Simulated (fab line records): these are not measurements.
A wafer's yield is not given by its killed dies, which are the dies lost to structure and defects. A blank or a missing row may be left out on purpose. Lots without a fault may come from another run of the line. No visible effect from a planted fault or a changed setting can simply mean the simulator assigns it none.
fab line records ; flow n5Finfet
record: lots: 7; wafers: 21
route steps=1938 shown ZERO_LAYER@6 PMOS_HMC_CHANNEL_EPI@57 DUMMY_GATE@221
startH: the number of hours between the record's first day and the start of the first shown wafer of the lot ; waitH: hours since the lot's step before ; " same as the row above ; L1.1+2: one row covering several wafers at once ; - no value, or no start given ; * or withheld: withheld ; < > ~ a bound
route shown NAME@n: names a module that has steps shown in the file, with the first one's number in the route ; usual: average and standard deviation across the fault-free wafers ; same: alike in all rows ; chamber/n: place in a boat ; sites: per-site readings ; _std_site: the values' standard deviation ; _edge_site: mean of outer sites minus mean of inner sites ; radiusMm: how far each site lies from the wafer's centre ; mask NAME#n: copy n ; behind: the tool/chamber that last shaped the wafer ; hold: why the lot went on hold/how many hours it stayed there/how the hold came to an end ; device: which transistor (n, p or np) failed to switch ; end of line: tests run on the same wafers once the route is complete ; for a step that has no rows: nothing shown but its recipe ; killed: dies lost to structure and defects at the first sort, not the wafer's yield ; map: the dies of a wafer, with x for killed, . for not killed, _ for no die there
set.NAME: the setting the step ran with; set.NAME@STEP: the setting that earlier step ran with ; model.NAME: the simulator's own value behind a step, which no gauge read
lots run with intentionally changed settings; tables by step, rows by wafer
== steps ==
step: N5_ZERO_LAYER_COAT_05
recipe: spinRpm: 1500; resistThkNm: 1000
lot.wafer;tool;chamber;startH;waitH;set.spinRpm;model.coat_of_ZERO_LAYER_COAT_05.thkNm
L074.2;lithoTrack-04;0;-;-;1376;1046
L074.4;lithoTrack-04;0;-;-;1500;999.1
L074.5;lithoTrack-04;0;-;-;1500;1002
L079.1;lithoTrack-04;0;-;-;1500;1003
L079.2;lithoTrack-04;0;-;-;1387;1043
L079.5;lithoTrack-04;0;-;-;1387;1039
L084.4+5;lithoTrack-05;0;-;-;1381;1043
L084.6;lithoTrack-05;0;-;-;1381;1044
L086.4;lithoTrack-05;0;-;-;1500;998.8
L086.5;lithoTrack-05;0;-;-;1389;1040
L086.6;lithoTrack-05;0;-;-;1389;1035
L089.3;lithoTrack-04;0;-;-;1580;975.5
L089.4;lithoTrack-04;0;-;-;1580;980.4
L089.6;lithoTrack-04;0;-;-;1500;1003
L093.1;lithoTrack-04;0;-;-;1500;1000
L093.4;lithoTrack-04;0;-;-;1500;1002
L093.5;lithoTrack-04;0;-;-;1500;1003
L096.1;lithoTrack-04;0;-;-;1500;999.7
L096.2;lithoTrack-04;0;-;-;1500;999.8
L096.6;lithoTrack-04;0;-;-;1500;997.6
step: N5_ZERO_LAYER_DEVELOP_10
recipe: developTimeS: 60; rinseLiquid: diw; dry: airSpin; devTempC: 21
lot.wafer;tool;chamber;startH;waitH;set.developTimeS
L074.2+4+5;lithoTrack-01;0;-;-;60
L079.1+2+5;lithoTrack-05;0;-;-;60
L084.4+5;lithoTrack-01;0;-;-;60
L084.6;lithoTrack-01;0;-;-;47.65
L086.4+5;lithoTrack-01;0;-;-;53.82
L086.6;lithoTrack-01;0;-;-;60
L089.3+6;lithoTrack-04;0;-;-;60
L089.4;lithoTrack-04;0;-;-;72.57
L093.1+4+5;lithoTrack-05;0;-;-;60
L096.1+2+6;lithoTrack-04;0;-;-;60
step: N5_ZERO_LAYER_HARDBAKE_23
recipe: tempC: 130; timeS: 120
step: N5_ZERO_LAYER_DESCUM_16
recipe: chemistry: O2; timeS: 7.9; sourcePowerW: 50; biasPowerW: 20; pressureMtorr: 20; rfFrequencyHz: 2.712e+07; tempC: 40; o2FlowSccm: 225
step: N5_ZERO_LAYER_ETCH_17
recipe: chemistry: CF4; target: SiO2; targetDepthA: 120; timeS: 13.3; ionEnergyEv: 350; pressureMtorr: 40; sourceW: 450; biasW: 215; Ar_flow_sccm: 100; cf4FlowSccm: 100
step: N5_ZERO_LAYER_ETCH_18
recipe: chemistry: HBr/Cl2; target: Si; targetDepthA: 1200; timeS: 40; pressureMtorr: 10; icpW: 800; biasW: 75; HBr_flow_sccm: 150; Cl2_flow_sccm: 80
lot.wafer;tool;chamber;startH;waitH;set.spinRpm@ZERO_LAYER_COAT_05;model.coat_of_ZERO_LAYER_COAT_05.thkNm
L074.2;rieSi-05;0;13.67;0.1;1376;977.3
L074.4;rieSi-05;3;13.67;0.1;1500;926.6
L074.5;rieSi-05;0;13.67;0.1;1500;933.1
L079.1;rieSi-03;1;43.09;0.0;1500;931.3
L079.2;rieSi-03;3;43.09;0.0;1387;972.5
L079.5;rieSi-03;1;43.09;0.0;1387;968
L084.4;rieSi-04;0;73.13;0.0;1381;972
L084.5;rieSi-04;2;73.13;0.0;1381;972.8
L084.6;rieSi-04;3;73.13;0.0;1381;974.2
L086.4;rieSi-03;2;85.07;0.0;1500;928.6
L086.5;rieSi-03;1;85.07;0.0;1389;969.2
L086.6;rieSi-03;2;85.07;0.0;1389;965
L089.3;rieSi-04;0;102.91;0.0;1580;904.8
L089.4;rieSi-04;3;102.91;0.0;1580;910
L089.6;rieSi-04;0;102.91;0.0;1500;931.9
L093.1;rieSi-03;3;126.79;0.0;1500;929.9
L093.4;rieSi-03;2;126.79;0.0;1500;930.4
L093.5;rieSi-03;3;126.79;0.0;1500;932.6
L096.1;rieSi-03;2;144.83;0.0;1500;928.4
L096.2;rieSi-03;0;144.83;0.0;1500;929.2
L096.6;rieSi-03;1;144.83;0.0;1500;925
step: N5_ZERO_LAYER_STRIP_24
recipe: chemistry: O2; powerW: 1000; tempC: 250; overashFraction: 0.3; pressureMtorr: 1000; o2FlowSccm: 6750
usual: stripTimeToEndpointS: 43.80/0.078
lot.wafer;tool;chamber;startH;waitH;set.spinRpm@ZERO_LAYER_COAT_05;stripTimeToEndpointS
L074.2;plasmaAsher-01;1;13.77;0.1;1376;45.24
L074.4;plasmaAsher-01;0;13.77;0.1;1500;43.73
L074.5;plasmaAsher-01;1;13.77;0.1;1500;43.94
L079.1;plasmaAsher-01;1;43.19;0.1;1500;43.86
L079.2;plasmaAsher-01;0;43.19;0.1;1387;45.12
L079.5;plasmaAsher-01;1;43.19;0.1;1387;44.97
L084.4;plasmaAsher-01;1;73.25;0.1;1381;45.08
L084.5;plasmaAsher-01;0;73.25;0.1;1381;45.13
L084.6;plasmaAsher-01;1;73.25;0.1;1381;45.15
L086.4;plasmaAsher-01;0;85.21;0.1;1500;43.79
L086.5;plasmaAsher-01;1;85.21;0.1;1389;45.00
L086.6;plasmaAsher-01;0;85.21;0.1;1389;44.88
L089.3;plasmaAsher-01;1;103.04;0.1;1580;43.08
L089.4;plasmaAsher-01;0;103.04;0.1;1580;43.22
L089.6;plasmaAsher-01;1;103.04;0.1;1500;43.88
L093.1;plasmaAsher-01;0;126.90;0.1;1500;43.83
L093.4;plasmaAsher-01;1;126.90;0.1;1500;43.86
L093.5;plasmaAsher-01;1;126.90;0.1;1500;43.90
L096.1;plasmaAsher-02;0;144.93;0.1;1500;43.77
L096.2;plasmaAsher-02;1;144.93;0.1;1500;43.81
L096.6;plasmaAsher-02;1;144.93;0.1;1500;43.70
step: N5_PMOS_HMC_CHANNEL_EPI_HM_DEP_34
recipe: material: SiO2; targetThkA: 360; tempC: 400; precursor: TEOS/O2; pressureTorr: 6.5; rfW: 900; teosFlowSccm: 161.4; gas: O2; flowSccm: 2650; timeS: 6.9
lot.wafer;tool;chamber;startH;waitH;set.timeS;model.SiO2_of_PMOS_HMC_CHANNEL_EPI_HM_DEP_34.thkNm
L074.2;pecvd-04;1;17.61;0.1;6.9;35.45
L074.4;pecvd-04;0;17.61;0.1;6.031;31.23
L074.5;pecvd-04;2;17.61;0.1;6.9;36.26
L079.1;pecvd-04;0;47.61;0.0;5.902;31.18
L079.2;pecvd-04;2;47.61;0.0;5.902;31.22
L079.5;pecvd-04;0;47.61;0.0;6.9;36.32
L084.4;pecvd-03;0;76.95;0.0;7.728;41.31
L084.5;pecvd-03;1;76.95;0.0;6.9;36.93
L084.6;pecvd-03;2;76.95;0.0;7.728;40.8
L086.4;pecvd-02;2;88.79;0.0;6.9;37.06
L086.5;pecvd-02;1;88.79;0.0;6.619;34.8
L086.6;pecvd-02;0;88.79;0.0;6.619;34.58
L089.3;pecvd-03;0;107.01;0.0;6.9;36.1
L089.4;pecvd-03;0;107.01;0.0;6.081;32.91
L089.6;pecvd-03;2;107.01;0.0;6.081;32.17
L093.1;pecvd-03;1;130.72;0.0;6.9;36.33
L093.4;pecvd-03;0;130.72;0.0;6.9;37.14
L093.5;pecvd-03;1;130.72;0.0;6.9;36.6
L096.1;pecvd-02;0;148.77;0.0;6.375;32.7
L096.2;pecvd-02;2;148.77;0.0;6.375;33.36
L096.6;pecvd-02;1;148.77;0.0;6.9;37.33
step: N5_PMOS_HMC_CHANNEL_EPI_PEB_07
recipe: pebTempC: 110; pebTimeS: 60; resist: CAR-ArF-block
lot.wafer;tool;chamber;startH;waitH;set.pebTempC
L074.2+4+5;lithoTrack-04;0;17.82;0.0;110
L079.1+2+5;lithoTrack-01;0;47.82;0.1;110
L084.4;lithoTrack-01;0;77.27;0.0;110
L084.5+6;lithoTrack-01;0;77.27;0.0;112.4
L086.4+5+6;lithoTrack-04;0;89.12;0.0;110
L089.3+4+6;lithoTrack-01;0;107.22;0.0;110
L093.1+4+5;lithoTrack-04;0;131.05;0.1;110
L096.1+2+6;lithoTrack-04;0;149.11;0.1;110
step: N5_PMOS_HMC_CHANNEL_EPI_DEVELOP_08
recipe: developTimeS: 30; developer: TMAH; resist: CAR-ArF-block; devTempC: 23; rinseLiquid: diw; dry: airSpin
step: N5_PMOS_HMC_CHANNEL_EPI_DESCUM_14
recipe: chemistry: O2; timeS: 7.9; sourcePowerW: 50; biasPowerW: 20; pressureMtorr: 20; rfFrequencyHz: 2.712e+07; tempC: 40; resist: CAR-ArF-block; o2FlowSccm: 225
step: N5_PMOS_HMC_CHANNEL_EPI_ETCH_32
recipe: chemistry: N2/H2; target: BARC; stopOn: SiO2; targetDepthA: 858; overEtchFrac: 0.3; timeS: 50.3; ionEnergyEv: 200; maskMaterial: CAR-ArF-block; pressureMtorr: 30; sourceW: 840; biasW: 150; n2FlowSccm: 200; h2FlowSccm: 200
lot.wafer;tool;chamber;startH;waitH;set.timeS@PMOS_HMC_CHANNEL_EPI_HM_DEP_34;model.SiO2_of_PMOS_HMC_CHANNEL_EPI_HM_DEP_34.thkNm
L074.2;rieDiel-01;2;18.54;0.0;6.9;35.32
L074.4;rieDiel-01;3;18.54;0.0;6.031;31.23
L074.5;rieDiel-01;1;18.54;0.0;6.9;36.26
L079.1;rieDiel-04;2;48.21;0.0;5.902;31.18
L079.2;rieDiel-04;1;48.21;0.0;5.902;31.1
L079.5;rieDiel-04;1;48.21;0.0;6.9;36.19
L084.4;rieDiel-03;2;77.47;0.0;7.728;41.26
L084.5;rieDiel-03;2;77.47;0.0;6.9;36.88
L084.6;rieDiel-03;1;77.47;0.0;7.728;40.8
L086.4;rieDiel-01;2;89.31;0.0;6.9;36.93
L086.5;rieDiel-01;1;89.31;0.0;6.619;34.79
L086.6;rieDiel-01;2;89.31;0.0;6.619;34.45
L089.3;rieDiel-03;1;107.41;0.0;6.9;36.1
L089.4;rieDiel-03;0;107.41;0.0;6.081;32.88
L089.6;rieDiel-03;3;107.41;0.0;6.081;32.07
L093.1;rieDiel-01;2;131.24;0.0;6.9;36.19
L093.4;rieDiel-01;0;131.24;0.0;6.9;37.14
L093.5;rieDiel-01;2;131.24;0.0;6.9;36.47
L096.1;rieDiel-01;1;149.30;0.0;6.375;32.69
L096.2;rieDiel-01;3;149.30;0.0;6.375;33.36
L096.6;rieDiel-01;0;149.30;0.0;6.9;37.33
step: N5_DUMMY_GATE_PECVD_30
recipe: material: SiO2; targetThkA: 550; tempC: 400; precursor: TEOS/O2; pressureTorr: 6.5; rfW: withheld; teosFlowSccm: withheld; gas: O2; flowSccm: 2650; timeS: 10.8
lot.wafer;tool;chamber;startH;waitH;set.timeS;model.SiO2_of_DUMMY_GATE_PECVD_30.thkNm
L074.2;pecvd-02;2;47.39;0.0;10.13;50.2
L074.4;pecvd-02;1;47.39;0.0;10.13;52
L074.5;pecvd-02;2;47.39;0.0;10.13;51.4
L079.1;pecvd-04;0;79.27;0.0;10.8;54.4
L079.2;pecvd-04;1;79.27;0.0;10.8;55
L079.5;pecvd-04;0;79.27;0.0;10.17;52.8
L084.4;pecvd-01;0;107.72;0.1;10.8;56.4
L084.5;pecvd-01;1;107.72;0.1;10.8;53.6
L084.6;pecvd-01;2;107.72;0.1;10.8;55.2
L086.4;pecvd-02;0;118.41;0.1;9.26;48.4
L086.5;pecvd-02;1;118.41;0.1;10.8;56.6
L086.6;pecvd-02;2;118.41;0.1;9.26;48.2
L089.3;pecvd-01;0;134.10;0.0;10.8;55
L089.4;pecvd-01;2;134.10;0.0;11.73;59.2
L089.6;pecvd-01;0;134.10;0.0;11.73;60.6
L093.1;pecvd-01;0;161.28;0.0;10.8;54.8
L093.4;pecvd-01;1;161.28;0.0;10.8;54.4
L093.5;pecvd-01;2;161.28;0.0;10.8;55.4
L096.1;pecvd-04;0;178.80;0.0;10.8;55.6
L096.2;pecvd-04;2;178.80;0.0;10.8;55.8
L096.6;pecvd-04;2;178.80;0.0;10.8;57.2
step: N5_DUMMY_GATE_COAT_09
recipe: resist: CAR-EUV; spinRpm: 1500; resistThkNm: 30
lot.wafer;tool;chamber;startH;waitH;set.spinRpm;model.CAR-EUV_of_DUMMY_GATE_COAT_09.thkNm
L074.2+5;lithoTrack-04;0;-;-;1500;30
L074.4;lithoTrack-04;0;-;-;1572;29.4
L079.1;lithoTrack-01;0;-;-;1639;28.8
L079.2;lithoTrack-01;0;-;-;1500;30.2
L079.5;lithoTrack-01;0;-;-;1500;30
L084.4+5;lithoTrack-01;0;-;-;1500;30.2
L084.6;lithoTrack-01;0;-;-;1500;30
L086.4;lithoTrack-05;0;-;-;1500;29.8
L086.5;lithoTrack-05;0;-;-;1552;29.4
L086.6;lithoTrack-05;0;-;-;1500;30
L089.3+6;lithoTrack-01;0;-;-;1500;30
L089.4;lithoTrack-01;0;-;-;1582;29.2
L093.1+4+5;lithoTrack-01;0;-;-;1500;30
L096.1+2+6;lithoTrack-04;0;-;-;1500;30
step: N5_DUMMY_GATE_EBR_11
recipe: solvent: PGMEA; ebrWidthMm: 1.5
step: N5_DUMMY_GATE_SOFTBAKE_10
recipe: tempC: 110; timeS: 60; resist: CAR-EUV
step: N5_DUMMY_GATE_DESCUM_20
recipe: chemistry: O2; timeS: 6.2; sourcePowerW: 50; biasPowerW: 20; pressureMtorr: 20; rfFrequencyHz: 2.712e+07; tempC: 40; resist: CAR-EUV; o2FlowSccm: 225
lot.wafer;tool;chamber;startH;waitH;set.spinRpm@DUMMY_GATE_COAT_09;model.CAR-EUV_of_DUMMY_GATE_COAT_09.thkNm
L074.2+5;rieDiel-04;3;47.97;0.0;1500;26.6
L074.4;rieDiel-04;0;47.97;0.0;1572;25.8
L079.1;rieDiel-03;0;79.74;0.0;1639;25.2
L079.2+5;rieDiel-03;1,0;79.74;0.0;1500;26.6
L084.4+5+6;rieDiel-01;2,0,1;108.39;0.3;1500;26.6
L086.4+6;rieDiel-04;3,0;118.87;0.0;1500;26.4
L086.5;rieDiel-04;3;118.87;0.0;1552;26
L089.3+6;rieDiel-01;2,0;134.70;0.0;1500;26.4
L089.4;rieDiel-01;1;134.70;0.0;1582;25.6
L093.1+4+5;rieDiel-04;2,3,1;161.74;0.0;1500;26.4
L096.1+6;rieDiel-03;2,1;179.38;0.0;1500;26.6
L096.2;rieDiel-03;0;179.38;0.0;1500;26.4
step: N5_DUMMY_GATE_ETCH_29
recipe: chemistry: N2/H2; target: underlayer; targetDepthA: 130; ionEnergyEv: 200; pressureMtorr: 30; sourceW: 840; biasW: 150; n2FlowSccm: 200; h2FlowSccm: 200
lot.wafer;tool;chamber;startH;waitH;set.spinRpm@DUMMY_GATE_COAT_09;model.CAR-EUV_of_DUMMY_GATE_COAT_09.thkNm
L074.2+5;rieDiel-04;3;48.04;0.0;1500;19.2
L074.4;rieDiel-04;0;48.04;0.0;1572;18.2
L079.1;rieDiel-03;0;79.81;0.0;1639;17.6
L079.2;rieDiel-03;1;79.81;0.0;1500;19.2
L079.5;rieDiel-03;0;79.81;0.0;1500;18.8
L084.4;rieDiel-01;2;108.46;0.0;1500;18.6
L084.5;rieDiel-01;0;108.46;0.0;1500;19.4
L084.6;rieDiel-01;1;108.46;0.0;1500;19
L086.4+6;rieDiel-04;3,0;118.94;0.0;1500;18.8
L086.5;rieDiel-04;3;118.94;0.0;1552;18.4
L089.3;rieDiel-01;2;134.76;0.0;1500;18.4
L089.4;rieDiel-01;1;134.76;0.0;1582;18
L089.6;rieDiel-01;0;134.76;0.0;1500;19.2
L093.1;rieDiel-04;2;161.80;0.0;1500;18.8
L093.4;rieDiel-04;3;161.80;0.0;1500;19
L093.5;rieDiel-04;1;161.80;0.0;1500;18.6
L096.1;rieDiel-03;2;179.44;0.0;1500;18.8
L096.2+6;rieDiel-03;0,1;179.44;0.0;1500;19
step: N5_DUMMY_GATE_ETCH_36
recipe: chemistry: CF4; target: SiARC; targetDepthA: 130; pressureMtorr: 40; sourceW: 545; biasW: 36; Ar_flow_sccm: 100; cf4FlowSccm: 100; ionEnergyEv: 80
step: N5_DUMMY_GATE_ETCH_37
recipe: chemistry: N2/H2; target: SOC; targetDepthA: 600; overetchA: 300; tempC: 40; ionEnergyEv: 200; pressureMtorr: 30; sourceW: 840; biasW: 150; n2FlowSccm: 200; h2FlowSccm: 200
step: N5_DUMMY_GATE_ETCH_31
recipe: chemistry: C4F6/O2; target: SiO2; maskMaterial: SOC; targetDepthA: 825; timeS: 27.5; ionEnergyEv: 250; pressureMtorr: 30; sourceW: 345; biasW: 185; Ar_flow_sccm: 300; C4F6_flow_sccm: 10; O2_flow_sccm: 10
step: N5_DUMMY_GATE_STRIP_41
recipe: chemistry: O2; powerW: 400; tempC: 40; pressureMtorr: 30; rfFrequencyHz: 6e+07; biasPowerW: 0; overashFraction: 0.3; o2FlowSccm: 225
step: N5_DUMMY_GATE_HM_OPEN_21
recipe: chemistry: CH3F/O2; target: SiNx; targetDepthA: 1200; Ar_flow_sccm: 150; CH3F_flow_sccm: 30; O2_flow_sccm: 23; timeS: 171.4; pressureMtorr: 30; sourceW: 395; biasW: 73; ionEnergyEv: 120.7
lot.wafer;tool;chamber;startH;waitH;set.timeS@DUMMY_GATE_PECVD_30;model.SiO2_of_DUMMY_GATE_PECVD_30.thkNm
L074.2;rieDiel-03;3;48.52;0.0;10.13;40.2
L074.4;rieDiel-03;1;48.52;0.0;10.13;42
L074.5;rieDiel-03;2;48.52;0.0;10.13;41.2
L079.1;rieDiel-04;2;80.25;0.0;10.8;44.4
L079.2;rieDiel-04;3;80.25;0.0;10.8;44.8
L079.5;rieDiel-04;0;80.25;0.0;10.17;43
L084.4;rieDiel-01;0;108.90;0.0;10.8;46.6
L084.5;rieDiel-01;3;108.90;0.0;10.8;44
L084.6;rieDiel-01;2;108.90;0.0;10.8;45
L086.4;rieDiel-04;0;119.38;0.0;9.26;38.6
L086.5;rieDiel-04;0;119.38;0.0;10.8;46.8
L086.6;rieDiel-04;1;119.38;0.0;9.26;37.8
L089.3;rieDiel-03;0;135.25;0.0;10.8;44.8
L089.4;rieDiel-03;1;135.25;0.0;11.73;49.4
L089.6;rieDiel-03;1;135.25;0.0;11.73;50.6
L093.1;rieDiel-04;2;162.51;0.0;10.8;45
L093.4;rieDiel-04;1;162.51;0.0;10.8;44.2
L093.5;rieDiel-04;0;162.51;0.0;10.8;45.8
L096.1;rieDiel-01;0;179.89;0.0;10.8;46
L096.2;rieDiel-01;2;179.89;0.0;10.8;45.6
L096.6;rieDiel-01;3;179.89;0.0;10.8;47.6
step: N5_DUMMY_GATE_ETCH_32
recipe: chemistry: CF4; target: SiO2; targetDepthA: 35; timeS: 3.9; ionEnergyEv: 350; pressureMtorr: 10; icpW: 800; biasW: 400; cf4FlowSccm: 80
lot.wafer;tool;chamber;startH;waitH;set.timeS;set.timeS@DUMMY_GATE_PECVD_30;model.SiO2_of_DUMMY_GATE_PECVD_30.thkNm;model.etch.depthNm
L074.2;rieSi-06;2;48.68;0.1;4.708;10.13;35.8;4.276
L074.4;rieSi-06;2;48.68;0.1;3.9;10.13;38.4;3.569
L074.5;rieSi-06;1;48.68;0.1;3.9;10.13;37.8;3.423
L079.1;rieSi-02;1;80.41;0.1;3.353;10.8;41.4;3.043
L079.2;rieSi-02;0;80.41;0.1;3.353;10.8;41.8;2.999
L079.5;rieSi-02;3;80.41;0.1;3.9;10.17;39.6;3.424
L084.4;rieSi-06;2;109.06;0.1;4.142;10.8;42.8;3.748
L084.5;rieSi-06;2;109.06;0.1;4.142;10.8;40.2;3.809
L084.6;rieSi-06;1;109.06;0.1;3.9;10.8;41.6;3.448
L086.4;rieSi-02;1;119.56;0.1;3.9;9.26;35;3.539
L086.5;rieSi-02;3;119.56;0.1;3.556;10.8;43.8;3.159
L086.6;rieSi-02;0;119.56;0.1;3.556;9.26;34.6;3.214
L089.3;rieSi-01;1;135.42;0.1;3.9;10.8;41.4;3.463
L089.4;rieSi-01;1;135.42;0.1;3.9;11.73;46;3.458
L089.6;rieSi-01;0;135.42;0.1;3.9;11.73;47.4;3.336
L093.1;rieSi-06;2;162.67;0.1;3.9;10.8;41.4;3.533
L093.4;rieSi-06;1;162.67;0.1;3.9;10.8;40.8;3.42
L093.5;rieSi-06;3;162.67;0.1;3.9;10.8;42.4;3.429
L096.1;rieSi-06;0;180.06;0.1;3.9;10.8;42.4;3.483
L096.2;rieSi-06;3;180.06;0.1;3.341;10.8;42.6;2.949
L096.6;rieSi-06;0;180.06;0.1;3.9;10.8;44.2;3.497
step: N5_DUMMY_GATE_ETCH_23
recipe: chemistry: HBr/Cl2/O2; HBr_flow_sccm: 150; Cl2_flow_sccm: 80; O2_flow_sccm: 12; biasW: 102; targetDepthA: 410; timeS: 22.3; target: poly-Si; maskMaterial: SiO2; pressureMtorr: 10; icpW: 800
lot.wafer;tool;chamber;startH;waitH;set.timeS@DUMMY_GATE_PECVD_30;model.SiO2_of_DUMMY_GATE_PECVD_30.thkNm
L074.2;rieSi-06;2;48.72;0.0;10.13;33.4
L074.4;rieSi-06;2;48.72;0.0;10.13;35.8
L074.5;rieSi-06;1;48.72;0.0;10.13;35
L079.1;rieSi-02;1;80.44;0.0;10.8;38.8
L079.2;rieSi-02;0;80.44;0.0;10.8;39.2
L079.5;rieSi-02;3;80.44;0.0;10.17;37
L084.4;rieSi-06;2;109.09;0.0;10.8;40.4
L084.5;rieSi-06;2;109.09;0.0;10.8;37.6
L084.6;rieSi-06;1;109.09;0.0;10.8;39
L086.4;rieSi-02;1;119.60;0.0;9.26;32.6
L086.5;rieSi-02;3;119.60;0.0;10.8;41.2
L086.6;rieSi-02;0;119.60;0.0;9.26;32
L089.3;rieSi-01;1;135.45;0.0;10.8;38.8
L089.4;rieSi-01;1;135.45;0.0;11.73;43.4
L089.6;rieSi-01;0;135.45;0.0;11.73;44.8
L093.1;rieSi-06;2;162.71;0.0;10.8;38.8
L093.4;rieSi-06;1;162.71;0.0;10.8;38.2
L093.5;rieSi-06;3;162.71;0.0;10.8;39.8
L096.1;rieSi-06;0;180.09;0.0;10.8;39.8
L096.2;rieSi-06;3;180.09;0.0;10.8;40.2
L096.6;rieSi-06;0;180.09;0.0;10.8;41.6
step: N5_DUMMY_GATE_ETCH_44
recipe: chemistry: HBr/O2; overEtchFrac: 0.7; targetDepthA: 1275; stopOn: SiO2; ionEnergyEv: 60; biasW: 20; target: poly-Si; maskMaterial: SiO2; pressureMtorr: 20; icpW: 400; HBr_flow_sccm: 120; O2_flow_sccm: 10
lot.wafer;tool;chamber;startH;waitH;set.timeS@DUMMY_GATE_PECVD_30;model.SiO2_of_DUMMY_GATE_PECVD_30.thkNm
L074.2;rieSi-06;2;48.77;0.0;10.13;32.4
L074.4;rieSi-06;2;48.77;0.0;10.13;35
L074.5;rieSi-06;1;48.77;0.0;10.13;34
L079.1;rieSi-02;1;80.50;0.0;10.8;37.8
L079.2;rieSi-02;0;80.50;0.0;10.8;38.2
L079.5;rieSi-02;3;80.50;0.0;10.17;36.2
L084.4;rieSi-06;2;109.15;0.0;10.8;39.4
L084.5;rieSi-06;2;109.15;0.0;10.8;36.8
L084.6;rieSi-06;1;109.15;0.0;10.8;38
L086.4;rieSi-02;1;119.67;0.0;9.26;31.6
L086.5;rieSi-02;3;119.67;0.0;10.8;40.2
L086.6;rieSi-02;0;119.67;0.0;9.26;31
L089.3;rieSi-01;1;135.50;0.0;10.8;38
L089.4;rieSi-01;1;135.50;0.0;11.73;42.4
L089.6;rieSi-01;0;135.50;0.0;11.73;43.8
L093.1;rieSi-06;2;162.76;0.0;10.8;38
L093.4;rieSi-06;1;162.76;0.0;10.8;37.2
L093.5;rieSi-06;3;162.76;0.0;10.8;38.8
L096.1;rieSi-06;0;180.15;0.0;10.8;38.8
L096.2;rieSi-06;3;180.15;0.0;10.8;39.2
L096.6;rieSi-06;0;180.15;0.0;10.8;40.6
== key ==
split: step: N5_ZERO_LAYER_COAT_05; setting: spinRpm; stated: 1500; by: wafer
response: step: N5_ZERO_LAYER_COAT_05; reading: model.coat_of_ZERO_LAYER_COAT_05.thkNm; change: -5.23; per: 1%; r: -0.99
response: step: N5_ZERO_LAYER_ETCH_18; reading: model.coat_of_ZERO_LAYER_COAT_05.thkNm; change: -5.29; per: 1%; r: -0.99
response: step: N5_ZERO_LAYER_STRIP_24; reading: stripTimeToEndpointS; change: *; per: 1%; r: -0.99
split: step: N5_ZERO_LAYER_DEVELOP_10; setting: developTimeS; stated: 60; by: wafer
response none clear
split: step: N5_PMOS_HMC_CHANNEL_EPI_HM_DEP_34; setting: timeS; stated: 6.9; by: wafer
response: step: N5_PMOS_HMC_CHANNEL_EPI_HM_DEP_34; reading: model.SiO2_of_PMOS_HMC_CHANNEL_EPI_HM_DEP_34.thkNm; change: +0.366; per: 1%; r: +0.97
response: step: N5_PMOS_HMC_CHANNEL_EPI_ETCH_32; reading: model.SiO2_of_PMOS_HMC_CHANNEL_EPI_HM_DEP_34.thkNm; change: +0.365; per: 1%; r: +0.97
split: step: N5_PMOS_HMC_CHANNEL_EPI_PEB_07; setting: pebTempC; stated: 110; by: wafer
response none clear
split: step: N5_DUMMY_GATE_PECVD_30; setting: timeS; stated: 10.8; by: wafer
response: step: N5_DUMMY_GATE_PECVD_30; reading: model.SiO2_of_DUMMY_GATE_PECVD_30.thkNm; change: +0.551; per: 1%; r: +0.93
response: step: N5_DUMMY_GATE_HM_OPEN_21; reading: model.SiO2_of_DUMMY_GATE_PECVD_30.thkNm; change: +0.567; per: 1%; r: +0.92
response: step: N5_DUMMY_GATE_ETCH_32; reading: model.SiO2_of_DUMMY_GATE_PECVD_30.thkNm; change: +0.596; per: 1%; r: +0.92
response: step: N5_DUMMY_GATE_ETCH_23; reading: model.SiO2_of_DUMMY_GATE_PECVD_30.thkNm; change: +0.591; per: 1%; r: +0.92
response: step: N5_DUMMY_GATE_ETCH_44; reading: model.SiO2_of_DUMMY_GATE_PECVD_30.thkNm; change: +0.582; per: 1%; r: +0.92
split: step: N5_DUMMY_GATE_COAT_09; setting: spinRpm; stated: 1500; by: wafer
response: step: N5_DUMMY_GATE_COAT_09; reading: model.CAR-EUV_of_DUMMY_GATE_COAT_09.thkNm; change: -0.139; per: 1%; r: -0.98
response: step: N5_DUMMY_GATE_DESCUM_20; reading: model.CAR-EUV_of_DUMMY_GATE_COAT_09.thkNm; change: -0.15; per: 1%; r: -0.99
response: step: N5_DUMMY_GATE_ETCH_29; reading: model.CAR-EUV_of_DUMMY_GATE_COAT_09.thkNm; change: -0.156; per: 1%; r: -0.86
split: step: N5_DUMMY_GATE_ETCH_32; setting: timeS; stated: 3.9; by: wafer
response: step: N5_DUMMY_GATE_ETCH_32; reading: model.etch.depthNm; change: +0.0366; per: 1%; r: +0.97
